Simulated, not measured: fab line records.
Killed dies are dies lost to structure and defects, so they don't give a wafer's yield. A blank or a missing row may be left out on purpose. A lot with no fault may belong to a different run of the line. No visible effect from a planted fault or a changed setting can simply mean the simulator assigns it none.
fab line records	flow nandHarc
record: lots: 24	wafers: 72	lastDay: 25
route steps=1159 shown A_CONTACT@842 A_BLC@974
lots that met no fault: taken from a fault-free run of the same line
startH: hours from the record's opening day to when the first of the lot's shown wafers began	waitH: time in hours since the lot's previous step	" identical to the entry in the row above	L1.1+2: a single row standing in for several wafers	- value missing, or start not given	* or withheld: withheld	< > ~ a bound
route shown NAME@n: names a module that has steps shown in the file, with the first one's number in the route	usual: average and standard deviation across the fault-free wafers	same: alike in all rows	chamber/n: place in a boat	sites: readings site by site	_std_site: the values' standard deviation	_edge_site: outer sites' mean less inner sites'	radiusMm: how far each site lies from the wafer's centre	mask NAME#n: copy n	behind: the last tool/chamber to shape the wafer	hold: the reason the lot was held/the length of the hold in hours/how it ended	device: the n, p or np transistor that did not switch	end of line: tests of these same wafers at the route's end	step lacking rows: just its recipe	killed: the dies lost at the first sort to structure and to defects; this is not the yield of the wafer	map: a wafer's dies, marking killed ones x, the rest . and places with no die _
set.NAME: the setting as run; set.NAME@STEP: as run at that earlier step	model.NAME: the simulator's own value behind a step, which no gauge read
steps of the route over a sample of lots; a table a step, a row a wafer
services: a tool's chamber out of use, with start hour (startH, from the record's first day; less than 0 if before it), hours out, and reason
== steps ==
step: NHARC_A_CONTACT_DEP_28
recipe: targetThkA: 36000	tempC: 400	material: aC
usual: throttleValvePct: 34.999/0.0091
lot.wafer	tool	chamber	startH	waitH	throttleValvePct
L074.1	aclDep-01	0	365.84	0.1	34.987
L074.2	"	0	"	"	35.002
L074.3	"	0	"	"	35.011
L075.1	aclDep-01	0	371.71	2.7	34.979
L075.2	"	0	"	"	35.013
L075.3	"	0	"	"	34.999
L077.1	aclDep-03	0	374.04	0.7	35.001
L077.3	"	0	"	"	35.001
L077.6	"	0	375.88	2.6	35.008
L079.1	aclDep-01	0	375.77	2.1	34.993
L079.2	"	0	"	"	35.005
L079.6	"	0	377.61	4.0	34.999
L076.1	aclDep-02	0	379.41	0.2	35.009
L076.4	"	0	380.51	1.3	35.004
L076.6	"	0	"	"	34.998
L078.1	aclDep-01	0	381.77	0.4	35.004
L078.3	"	0	"	"	34.993
L078.6	"	0	383.59	2.2	35.003
L081.2	aclDep-01	0	400.37	3.3	35.005
L081.3	"	0	"	"	34.990
L081.4	"	0	"	"	34.991
L080.1	aclDep-01	0	407.31	0.1	34.995
L080.3	"	0	"	"	34.988
L080.4	"	0	"	"	34.989
L083.1	aclDep-02	0	408.90	1.6	34.991
L083.3	"	0	"	"	35.003
L083.4	"	0	"	"	35.026
L082.1	aclDep-03	0	424.74	1.0	35.010
L082.3	"	0	"	"	35.000
L082.5	"	0	"	"	34.993
L084.2	aclDep-03	0	427.33	1.2	35.016
L084.3	"	0	"	"	34.998
L084.4	"	0	"	"	35.012
L086.3	aclDep-01	0	440.87	0.8	34.995
L086.4	"	0	"	"	35.011
L086.6	"	0	"	"	34.983
L087.4	aclDep-03	0	441.87	1.5	35.001
L087.5	"	0	"	"	34.993
L087.6	"	0	"	"	34.992
L085.1	aclDep-02	0	444.53	0.1	35.000
L085.3	"	0	"	"	35.011
L085.4	"	0	"	"	34.990
L089.3	aclDep-03	0	452.48	0.8	34.994
L089.5	"	0	"	"	34.996
L089.6	"	0	"	"	35.009
L088.1	aclDep-02	0	453.84	0.1	34.998
L088.2	"	0	"	"	34.998
L088.4	"	0	"	"	35.001
L091.2	aclDep-02	0	467.84	0.4	34.983
L091.3	"	0	"	"	34.988
L091.4	"	0	"	"	34.997
L090.2	aclDep-02	0	470.35	0.4	34.988
L090.5	"	0	471.45	1.5	35.006
L090.6	"	0	"	"	35.014
L093.2	aclDep-01	0	473.89	0.4	34.996
L093.3	"	0	"	"	35.000
L093.6	"	0	475.37	1.9	35.013
L094.2	aclDep-01	0	476.15	0.4	35.010
L094.3	"	0	"	"	34.993
L094.5	"	0	"	"	34.993
L092.2	aclDep-02	0	493.84	1.3	34.992
L092.5	"	0	494.95	2.4	34.997
L092.6	"	0	"	"	35.007
L096.4	aclDep-01	0	495.29	2.1	34.982
L096.5	"	0	"	"	35.006
L096.6	"	0	"	"	34.992
L095.1	aclDep-01	0	496.84	0.1	35.008
L095.2	"	0	"	"	34.985
L095.4	"	0	"	"	35.000
L097.1	aclDep-03	0	507.75	0.1	35.000
L097.2	"	0	"	"	35.005
L097.5	"	0	509.22	1.5	34.994
step: NHARC_A_CONTACT_ETCH_127
recipe: sourceW: withheld	pressureMtorr: 20	biasV: 1200	timeS: 155	targetDepthA: 9560	arFlowSccm: withheld	c4f8FlowSccm: withheld	o2FlowSccm: withheld	chemistry: C4F8/O2/Ar
lot.wafer	tool	chamber	startH	waitH	rfHoursCounterH
L074.1	harCapEtch-01	0	379.01	0.1	56
L074.2	"	1	"	"	56
L074.3	"	0	"	"	-
L075.2	harCapEtch-01	1	384.47	0.1	58
L075.1	"	0	"	"	58
L075.3	"	0	"	"	-
L077.1	harCapEtch-03	1	387.35	0.1	86
L077.3	"	0	"	"	-
L077.6	"	0	"	"	-
L079.1	harCapEtch-02	0	388.15	0.1	14
L079.2	"	1	"	"	14
L079.6	"	1	"	"	-
L076.1	harCapEtch-03	1	392.18	0.2	87
L076.4	"	0	"	"	-
L076.6	"	0	"	"	-
L078.1	harCapEtch-02	0	393.82	0.1	15
L078.3	"	0	"	"	-
L078.6	"	0	"	"	-
L081.2	harCapEtch-01	0	411.64	0.1	62
L081.4	"	1	"	"	-
L081.3	"	0	"	"	-
L080.1	harCapEtch-02	0	420.62	0.1	18
L080.3	"	0	"	"	-
L080.4	"	1	"	"	-
L083.1	harCapEtch-03	1	421.26	0.2	92
L083.3	"	0	"	"	-
L083.4	"	1	"	"	-
L082.1	harCapEtch-02	0	436.23	0.1	20
L082.3	"	0	"	"	-
L082.5	"	1	"	"	-
L084.2	harCapEtch-03	1	440.12	0.1	94
L084.3	"	1	"	"	-
L084.4	"	0	"	"	-
L086.4	harCapEtch-01	1	451.96	0.2	-
L086.3	"	0	"	"	-
L086.6	"	1	"	"	-
L087.4	harCapEtch-03	0	453.83	0.1	-
L087.5	"	1	"	"	-
L087.6	"	0	"	"	-
L085.1	harCapEtch-01	0	457.26	0.1	69
L085.3	"	0	"	"	-
L085.4	"	1	"	"	-
L089.3	harCapEtch-03	0	464.64	0.1	-
L089.6	"	1	"	"	-
L089.5	"	0	"	"	-
L088.2	harCapEtch-01	1	467.02	0.1	71
L088.1	"	0	"	"	71
L088.4	"	1	"	"	-
L091.2	harCapEtch-01	0	479.62	0.1	73
L091.3	"	1	"	"	-
L091.4	"	0	"	"	-
L090.2	harCapEtch-03	0	482.20	0.1	103
L090.5	"	1	"	"	-
L090.6	"	0	"	"	-
L093.2	harCapEtch-02	0	489.21	0.1	30
L093.3	"	0	"	"	-
L093.6	"	0	"	"	-
L094.2	harCapEtch-03	1	490.91	0.1	104
L094.3	"	0	"	"	-
L094.5	"	1	"	"	-
L092.2	harCapEtch-02	0	505.05	0.1	33
L092.6	"	1	"	"	-
L092.5	"	0	"	"	-
L096.4	harCapEtch-01	0	505.89	0.1	-
L096.5	"	0	"	"	-
L096.6	"	1	"	"	-
L095.1	harCapEtch-01	1	509.54	0.1	78
L095.2	"	0	"	"	78
L095.4	"	0	"	"	-
L097.1	harCapEtch-03	1	520.62	0.1	112
L097.2	"	0	"	"	112
L097.5	"	1	"	"	-
step: NHARC_A_CONTACT_ETCH_130
recipe: sourceW: withheld	pressureMtorr: 20	biasV: 1200	timeS: 155	targetDepthA: 9560	arFlowSccm: withheld	c4f8FlowSccm: withheld	o2FlowSccm: withheld	chemistry: C4F8/O2/Ar
lot.wafer	tool	chamber	startH	waitH	rfHoursCounterH
L074.1	harCapEtch-01	0	379.43	0.1	57
L074.2	"	1	"	"	57
L074.3	"	0	"	"	-
L075.2	harCapEtch-01	1	384.90	0.1	58
L075.1	"	0	"	"	58
L075.3	"	0	"	"	-
L077.1	harCapEtch-03	1	387.77	0.1	86
L077.3	"	0	"	"	-
L077.6	"	0	"	"	-
L079.1	harCapEtch-02	0	388.58	0.1	14
L079.2	"	1	"	"	14
L079.6	"	1	"	"	-
L076.1	harCapEtch-03	1	392.75	0.2	88
L076.4	"	0	"	"	-
L076.6	"	0	"	"	-
L078.1	harCapEtch-02	0	394.25	0.1	16
L078.3	"	0	"	"	-
L078.6	"	0	"	"	-
L081.2	harCapEtch-01	0	412.06	0.1	63
L081.4	"	1	"	"	-
L081.3	"	0	"	"	-
L080.1	harCapEtch-02	0	421.05	0.1	19
L080.3	"	0	"	"	-
L080.4	"	1	"	"	-
L083.1	harCapEtch-03	1	421.83	0.2	92
L083.3	"	0	"	"	-
L083.4	"	1	"	"	-
L082.1	harCapEtch-02	0	436.65	0.1	21
L082.3	"	0	"	"	-
L082.5	"	1	"	"	-
L084.2	harCapEtch-03	1	440.54	0.1	95
L084.3	"	1	"	"	-
L084.4	"	0	"	"	-
L086.4	harCapEtch-01	1	452.53	0.2	-
L086.3	"	0	"	"	-
L086.6	"	1	"	"	-
L087.4	harCapEtch-03	0	454.26	0.1	-
L087.5	"	1	"	"	-
L087.6	"	0	"	"	-
L085.1	harCapEtch-01	0	457.68	0.1	69
L085.3	"	0	"	"	-
L085.4	"	1	"	"	-
L089.3	harCapEtch-03	0	465.07	0.1	-
L089.6	"	1	"	"	-
L089.5	"	0	"	"	-
L088.2	harCapEtch-01	1	467.45	0.1	71
L088.1	"	0	"	"	71
L088.4	"	1	"	"	-
L091.2	harCapEtch-01	0	480.04	0.1	73
L091.3	"	1	"	"	-
L091.4	"	0	"	"	-
L090.2	harCapEtch-03	0	482.63	0.1	103
L090.5	"	1	"	"	-
L090.6	"	0	"	"	-
L093.2	harCapEtch-02	0	489.64	0.1	31
L093.3	"	0	"	"	-
L093.6	"	0	"	"	-
L094.2	harCapEtch-03	1	491.34	0.1	104
L094.3	"	0	"	"	-
L094.5	"	1	"	"	-
L092.2	harCapEtch-02	0	505.47	0.1	34
L092.6	"	1	"	"	-
L092.5	"	0	"	"	-
L096.4	harCapEtch-01	0	506.32	0.1	-
L096.5	"	0	"	"	-
L096.6	"	1	"	"	-
L095.1	harCapEtch-01	1	509.96	0.1	79
L095.2	"	0	"	"	79
L095.4	"	0	"	"	-
L097.1	harCapEtch-03	1	521.05	0.1	112
L097.2	"	0	"	"	112
L097.5	"	1	"	"	-
step: NHARC_A_CONTACT_ETCH_91
recipe: targetDepthA: 400	overEtchFrac: 0.5	timeS: 85.7	ionEnergyEv: 120	ch3fFlowSccm: 50	o2FlowSccm: 30	arFlowSccm: 200	rfW: 500	biasW: 100	chemistry: CH3F/O2
usual: drypumpMotorCurrentA: 5.7/0.37	oesProductAu: 0.933/0.027	rfVppV: 244.5/2	showerheadPlenumPTorr: 2.47/0.13	throttleValvePct: 20.664/0.0093
lot.wafer	tool	chamber	startH	waitH	drypumpMotorCurrentA	oesProductAu	rfHoursCounterH	rfVppV	showerheadPlenumPTorr	throttleValvePct
L074.2	rieDiel-13	3	380.42	0.5	6.0	0.923	39	241.0	2.27	20.660
L074.3	"	0	"	"	5.6	0.928	40	243.8	2.44	20.680
L074.1	"	2	"	"	5.3	0.923	32	243.5	2.53	20.664
L075.3	rieDiel-03	1	385.93	0.4	6.3	0.919	31	242.9	2.30	20.669
L075.1	"	2	"	"	5.7	0.930	31	245.9	2.60	20.671
L075.2	"	0	"	"	5.5	0.914	30	243.9	2.46	20.657
L077.3	rieDiel-03	0	388.77	0.5	5.5	0.924	30	245.9	2.46	20.658
L077.1	"	1	"	"	6.4	0.919	31	241.8	2.30	20.676
L077.6	"	3	"	"	5.3	0.930	-	242.4	2.27	20.659
L079.1	rieDiel-13	3	389.58	0.5	6.0	0.931	44	242.1	2.27	20.668
L079.2	"	1	"	"	5.8	0.913	43	241.9	2.28	20.662
L079.6	"	3	"	"	6.0	0.930	-	241.0	2.27	20.653
L076.4	rieDiel-05	3	393.89	0.4	5.4	0.954	20	245.2	2.50	20.666
L076.1	"	0	"	"	6.3	0.925	19	243.2	2.45	20.660
L076.6	"	3	"	"	5.4	0.941	-	246.9	2.50	20.665
L078.1	rieDiel-13	0	395.49	0.8	5.6	0.925	46	243.8	2.44	20.648
L078.3	"	2	"	"	5.3	0.936	39	245.2	2.52	20.660
L078.6	"	0	"	"	5.6	0.914	-	245.5	2.44	20.675
L081.2	rieDiel-13	3	413.04	0.5	6.1	0.925	52	239.7	2.27	20.652
L081.3	"	0	"	"	5.6	0.921	52	242.8	2.44	20.679
L081.4	"	1	"	"	5.8	0.908	51	241.8	2.28	20.665
L080.3	rieDiel-05	3	422.04	0.4	5.3	0.939	30	244.1	2.50	20.665
L080.1	"	0	"	"	6.3	0.926	29	244.7	2.45	20.643
L080.4	"	1	"	"	5.6	0.929	30	243.6	2.33	20.660
L083.3	rieDiel-03	2	423.03	0.5	5.7	0.921	4	246.4	2.60	20.659
L083.1	"	0	"	"	5.5	0.910	4	245.3	2.46	20.667
L083.4	"	1	"	"	6.4	0.910	3	241.8	2.29	20.682
L082.1	rieDiel-03	1	437.89	0.5	6.4	0.915	6	241.0	2.29	20.655
L082.3	"	0	"	"	5.6	0.918	6	244.2	2.46	20.667
L082.5	"	2	"	"	5.7	0.920	-	246.0	2.60	20.678
L084.3	rieDiel-05	0	441.54	0.4	6.3	0.933	35	244.2	2.44	20.653
L084.4	"	1	"	"	5.6	0.930	36	242.8	2.33	20.657
L084.2	"	2	"	"	5.7	0.926	38	244.5	2.49	20.649
L086.3	rieDiel-03	3	453.70	0.4	5.3	0.921	8	246.3	2.66	20.647
L086.4	"	0	"	"	5.5	0.918	8	245.6	2.46	20.654
L086.6	"	0	"	"	5.5	0.908	-	243.0	2.46	20.674
L087.4	rieDiel-03	0	455.21	0.4	5.6	0.906	8	243.9	2.46	20.668
L087.6	"	2	"	"	5.7	0.915	-	246.4	2.60	20.649
L087.5	"	3	"	"	5.3	0.929	-	247.0	2.66	20.671
L085.3	rieDiel-03	1	458.67	0.4	6.4	0.903	9	241.5	2.29	20.667
L085.1	"	2	"	"	5.7	0.919	10	245.0	2.60	20.658
L085.4	"	3	"	"	5.3	0.934	10	245.8	2.66	20.673
L089.3	rieDiel-03	1	466.01	0.4	6.4	0.910	11	244.0	2.29	20.673
L089.5	"	3	"	"	5.3	0.930	-	247.3	2.66	20.660
L089.6	"	0	"	"	5.5	0.915	-	245.3	2.46	20.651
L088.1	rieDiel-05	0	468.46	0.5	6.3	0.924	48	243.8	2.44	20.663
L088.4	"	1	"	"	5.6	0.926	48	243.5	2.33	20.671
L088.2	"	2	"	"	5.7	0.926	49	245.0	2.49	20.660
L091.4	rieDiel-13	1	481.00	0.4	5.8	0.995	8	246.9	2.66	20.677
L091.3	"	2	"	"	5.3	0.998	9	244.3	2.51	20.664
L091.2	"	3	"	"	6.1	1.004	8	247.1	2.66	20.653
L090.2	rieDiel-03	2	483.61	0.5	5.7	0.914	15	245.9	2.59	20.659
L090.5	"	1	"	"	6.4	0.908	-	241.5	2.29	20.653
L090.6	"	2	"	"	5.7	0.919	-	246.8	2.59	20.663
L093.2	rieDiel-03	0	490.64	0.5	5.5	0.928	14	244.9	2.45	20.647
L093.3	"	2	"	"	5.7	0.941	15	246.8	2.59	20.651
L093.6	"	3	"	"	5.2	0.943	-	246.3	2.65	20.675
L094.2	rieDiel-05	1	492.30	0.5	5.6	0.925	55	242.3	2.32	20.660
L094.3	"	0	"	"	6.3	0.921	54	243.6	2.44	20.655
L094.5	"	1	"	"	5.6	0.919	-	242.6	2.33	20.674
L092.2	rieDiel-05	2	506.55	0.6	5.7	0.915	61	244.6	2.48	20.636
L092.6	"	0	"	"	6.3	0.913	-	244.1	2.43	20.654
L092.5	"	1	"	"	5.6	0.920	-	244.4	2.32	20.655
L096.4	rieDiel-13	1	507.36	0.5	5.8	0.920	16	248.4	2.65	20.659
L096.6	"	2	"	"	5.3	0.906	-	244.1	2.51	20.658
L096.5	"	3	"	"	6.1	0.926	-	246.5	2.65	20.676
L095.1	rieDiel-03	2	511.01	0.6	5.7	0.990	18	244.4	2.59	20.662
L095.2	"	1	"	"	6.4	0.992	17	242.2	2.29	20.673
L095.4	"	2	"	"	5.7	0.993	-	246.7	2.59	20.661
L097.2	rieDiel-03	2	522.04	0.5	5.7	0.992	22	245.3	2.59	20.653
L097.1	"	1	"	"	6.3	0.998	22	241.8	2.29	20.644
L097.5	"	2	"	"	5.7	0.992	-	247.0	2.59	20.667
step: NHARC_A_CONTACT_CD_MEAS_08
recipe: targetCdNm: 100	landingEnergyEv: 500
usual: cdNm: 100.3/0.47
lot.wafer	tool	chamber	startH	waitH	cdNm
L074.1	cdSem-02	0	384.14	-	100.0
L074.2	"	0	"	"	99.3
L074.3	"	0	"	"	100.4
L075.1	cdSem-03	0	389.12	-	100.0
L075.2	"	0	"	"	99.8
L075.3	"	0	"	"	100.2
L077.1	cdSem-03	0	392.92	-	101.1
L077.3	"	0	"	"	100.0
L077.6	"	0	"	"	99.8
L079.1	cdSem-02	0	394.35	-	100.0
L079.2	"	0	"	"	100.5
L079.6	"	0	"	"	100.8
L076.1	cdSem-02	0	401.84	-	100.0
L076.4	"	0	"	"	100.2
L076.6	"	0	"	"	100.7
L078.1	cdSem-02	0	402.18	-	100.6
L078.3	"	0	"	"	100.9
L078.6	"	0	"	"	100.6
L081.2	cdSem-01	0	416.24	-	100.8
L081.3	"	0	"	"	100.6
L081.4	"	0	"	"	101.1
L080.1	cdSem-02	0	426.05	-	100.6
L080.3	"	0	"	"	100.4
L080.4	"	0	"	"	100.1
L083.1	cdSem-02	0	426.62	-	100.6
L083.3	"	0	"	"	100.7
L083.4	"	0	"	"	99.6
L082.1	cdSem-01	0	441.40	-	100.3
L082.3	"	0	"	"	99.9
L082.5	"	0	"	"	100.6
L084.2	cdSem-02	0	444.57	-	100.0
L084.3	"	0	"	"	99.7
L084.4	"	0	"	"	99.8
L086.3	cdSem-03	0	456.80	-	100.4
L086.4	"	0	"	"	100.5
L086.6	"	0	"	"	99.7
L087.4	cdSem-01	0	458.57	-	100.4
L087.5	"	0	"	"	100.0
L087.6	"	0	"	"	100.8
L085.1	cdSem-03	0	463.46	-	99.8
L085.3	"	0	"	"	100.9
L085.4	"	0	"	"	100.5
L089.3	cdSem-02	0	469.40	-	99.8
L089.5	"	0	"	"	99.9
L089.6	"	0	"	"	99.3
L088.1	cdSem-03	0	471.70	-	99.9
L088.2	"	0	"	"	99.7
L088.4	"	0	"	"	100.4
L091.2	cdSem-01	0	487.14	-	99.7
L091.3	"	0	"	"	100.6
L091.4	"	0	"	"	101.0
L090.2	cdSem-02	0	490.52	-	100.6
L090.5	"	0	"	"	100.2
L090.6	"	0	"	"	101.5
L093.2	cdSem-02	0	494.80	-	100.8
L093.3	"	0	"	"	100.6
L093.6	"	0	"	"	100.7
L094.2	cdSem-03	0	497.41	-	100.2
L094.3	"	0	"	"	100.7
L094.5	"	0	"	"	100.9
L092.2	cdSem-02	0	510.87	-	100.6
L092.5	"	0	"	"	100.2
L092.6	"	0	"	"	100.9
L096.4	cdSem-01	0	511.72	-	100.4
L096.5	"	0	"	"	100.1
L096.6	"	0	"	"	100.3
L095.1	cdSem-01	0	515.21	-	100.0
L095.2	"	0	"	"	100.1
L095.4	"	0	"	"	100.3
L097.1	cdSem-02	0	526.37	-	100.9
L097.2	"	0	"	"	100.8
L097.5	"	0	"	"	100.1
step: NHARC_A_BLC_CD_MEAS_10
recipe: targetCdNm: 100	landingEnergyEv: 500
usual: cdNm: 99.8/0.59
lot.wafer	tool	chamber	startH	waitH	cdNm
L074.1	cdSem-03	0	390.21	-	99.9
L074.2	"	0	"	"	100.0
L074.3	"	0	"	"	99.8
L075.1	cdSem-03	0	396.41	-	100.3
L075.2	"	0	"	"	101.0
L075.3	"	0	"	"	100.9
L077.1	cdSem-02	0	399.91	-	100.6
L077.3	"	0	"	"	100.3
L077.6	"	0	"	"	100.8
L079.1	cdSem-01	0	400.79	-	100.1
L079.2	"	0	"	"	100.0
L079.6	"	0	"	"	99.8
L076.1	cdSem-01	0	407.69	-	99.0
L076.4	"	0	"	"	100.1
L076.6	"	0	"	"	100.4
L078.1	cdSem-03	0	407.86	-	100.1
L078.3	"	0	"	"	99.5
L078.6	"	0	"	"	99.6
L081.2	cdSem-01	0	426.14	-	100.1
L081.3	"	0	"	"	100.6
L081.4	"	0	"	"	99.6
L080.1	cdSem-03	0	431.55	-	99.4
L080.3	"	0	"	"	99.2
L080.4	"	0	"	"	99.5
L083.1	cdSem-02	0	432.23	-	100.5
L083.3	"	0	"	"	99.7
L083.4	"	0	"	"	99.5
L082.1	cdSem-02	0	447.76	-	99.5
L082.3	"	0	"	"	98.8
L082.5	"	0	"	"	100.3
L084.2	cdSem-03	0	453.95	-	98.5
L084.3	"	0	"	"	99.1
L084.4	"	0	"	"	99.7
L086.3	cdSem-01	0	467.80	-	99.8
L086.4	"	0	"	"	100.1
L086.6	"	0	"	"	100.1
L087.4	cdSem-01	0	469.93	-	99.6
L087.5	"	0	"	"	99.5
L087.6	"	0	"	"	99.9
L085.1	cdSem-02	0	470.65	-	99.1
L085.3	"	0	"	"	99.7
L085.4	"	0	"	"	100.0
L089.3	cdSem-03	0	475.08	-	99.2
L089.5	"	0	"	"	99.7
L089.6	"	0	"	"	99.0
L088.1	cdSem-02	0	487.06	-	100.5
L088.2	"	0	"	"	100.0
L088.4	"	0	"	"	100.4
L091.2	cdSem-02	0	497.32	-	100.2
L091.3	"	0	"	"	99.5
L091.4	"	0	"	"	99.7
L090.2	cdSem-01	0	502.46	-	99.0
L090.5	"	0	"	"	100.0
L090.6	"	0	"	"	99.9
L093.2	cdSem-03	0	502.67	-	99.2
L093.3	"	0	"	"	99.7
L093.6	"	0	"	"	100.3
L094.2	cdSem-03	0	507.68	-	100.7
L094.3	"	0	"	"	99.6
L094.5	"	0	"	"	100.2
L092.2	cdSem-03	0	517.49	-	99.8
L092.5	"	0	"	"	100.2
L092.6	"	0	"	"	99.8
L096.4	cdSem-01	0	518.37	-	98.9
L096.5	"	0	"	"	99.8
L096.6	"	0	"	"	99.2
L095.1	cdSem-03	0	521.68	-	100.2
L095.2	"	0	"	"	99.9
L095.4	"	0	"	"	100.2
L097.1	cdSem-02	0	533.54	-	98.9
L097.2	"	0	"	"	99.6
L097.5	"	0	"	"	100.0
== services ==
tool	chamber	startH	hours	kind
rieDiel-03	0	346.85	-	clean
rieDiel-03	1	346.85	-	clean
rieDiel-03	2	346.85	-	clean
rieDiel-03	3	346.85	-	clean
aclDep-02	-	350.46	13.0	pm
rieDiel-03	0	371.35	-	clean
rieDiel-03	1	371.35	-	clean
rieDiel-03	2	371.35	-	clean
rieDiel-03	3	371.35	-	clean
rieDiel-03	-	392.30	9.0	pm
rieDiel-03	0	392.30	9.0	ventCycle
rieDiel-03	1	392.30	9.0	ventCycle
rieDiel-03	2	392.30	9.0	ventCycle
rieDiel-03	3	392.30	9.0	ventCycle
rieDiel-03	0	401.30	-	clean
rieDiel-13	2	402.42	2.0	repair
aclDep-03	-	406.00	13.0	pm
rieDiel-13	-	417.30	0.8	repair
rieDiel-13	-	453.19	9.0	pm
aclDep-01	-	477.99	13.0	pm
harCapEtch-03	-	496.44	0.7	repair
rieDiel-03	0	507.85	12.3	repair
rieDiel-13	0	517.28	4.2	repair
rieDiel-05	-	517.68	9.0	pm
== key ==
fault none
